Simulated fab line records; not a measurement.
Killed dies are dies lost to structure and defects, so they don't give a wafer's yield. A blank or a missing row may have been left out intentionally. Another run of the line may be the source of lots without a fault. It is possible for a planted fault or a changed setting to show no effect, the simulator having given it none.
Chamber matching | flow n5 finfet | N5_STI_FIN_REVEAL_STRIP_24 on rie diel-01: 4 sister chambers
The step strips in N2/H2, time 90 s. 16 wafers are shown with their chamber, then 8 later ones without.

WAFERS PAIRED WITH THEIR CHAMBERS
wafer  | chamber | drypump motor current A (A) | showerhead plenum p Torr (Torr) | throttle valve pct (%)
L497.1 | 2       | 6.2                         | 3.47                            | 12.43
L497.4 | 1       | 5.0                         | 3.28                            | 12.54
L497.6 | 3       | 5.4                         | 3.30                            | 12.44
L498.1 | 2       | 6.2                         | 3.47                            | 12.41
L498.2 | 1       | 5.0                         | 3.28                            | 12.57
L498.4 | 2       | 6.2                         | 3.47                            | 12.41
L501.1 | 3       | 5.4                         | 3.29                            | 12.46
L501.3 | 1       | 5.1                         | 3.28                            | 12.57
L501.5 | 1       | 5.1                         | 3.28                            | 12.58
L507.1 | 2       | 6.2                         | 3.46                            | 12.46
L507.2 | 0       | 4.7                         | 3.38                            | 12.18
L507.3 | 1       | 5.1                         | 3.27                            | 12.62
L509.3 | 1       | 5.0                         | 3.27                            | 12.62
L509.4 | 2       | 6.2                         | 3.45                            | 12.48
L509.6 | 0       | 4.7                         | 3.38                            | 12.19
L510.1 | 3       | 5.4                         | 3.28                            | 11.87

SIGNATURES (averages over the wafers above)
reading                  | chamber 0 | chamber 1 | chamber 2 | chamber 3 | scatter within a chamber
drypump motor current A  | 4.700     | 5.050     | 6.200     | 5.400     | 0.0354
showerhead plenum p Torr | 3.3800    | 3.2767    | 3.4640    | 3.2900    | 0.00738
throttle valve pct       | 12.1850   | 12.5833   | 12.4380   | 12.2567   | 0.139
Rule: distance of a wafer from a chamber = root of the sum over the readings of ((wafer's reading minus chamber's mean) / reading's scatter) squared. The wafer belongs to the nearest chamber; if the next one is less than 2 further off, it can't be placed. The scatter is the square root of a quotient: the sum, over the shown wafers, of each reading's squared deviation from its chamber's mean, divided by wafers minus chambers.

WAFERS MISSING THEIR CHAMBER
wafer  | drypump motor current A (A) | showerhead plenum p Torr (Torr) | throttle valve pct (%)
L510.2 | 4.7                         | 3.38                            | 12.20
L510.5 | 5.0                         | 3.26                            | 12.63
L517.2 | 5.0                         | 3.26                            | 12.68
L517.3 | 5.4                         | 3.27                            | 11.90
L517.6 | 5.4                         | 3.28                            | 11.91
L520.2 | 5.1                         | 3.25                            | 12.70
L520.4 | 6.2                         | 3.45                            | 11.86
L520.5 | 4.7                         | 3.36                            | 12.26

CHAMBER TAKEN BY EACH
wafer  | from the rows above | in truth
L510.2 | 0                   | 0
L510.5 | 1                   | 1
L517.2 | 1                   | 1
L517.3 | 3                   | 3
L517.6 | 3                   | 3
L520.2 | 1                   | 1
L520.4 | 2                   | 2
L520.5 | 0                   | 0
Correctly placed: 8 of 8. Not placeable from these rows: 0. Placed wrongly: 0.
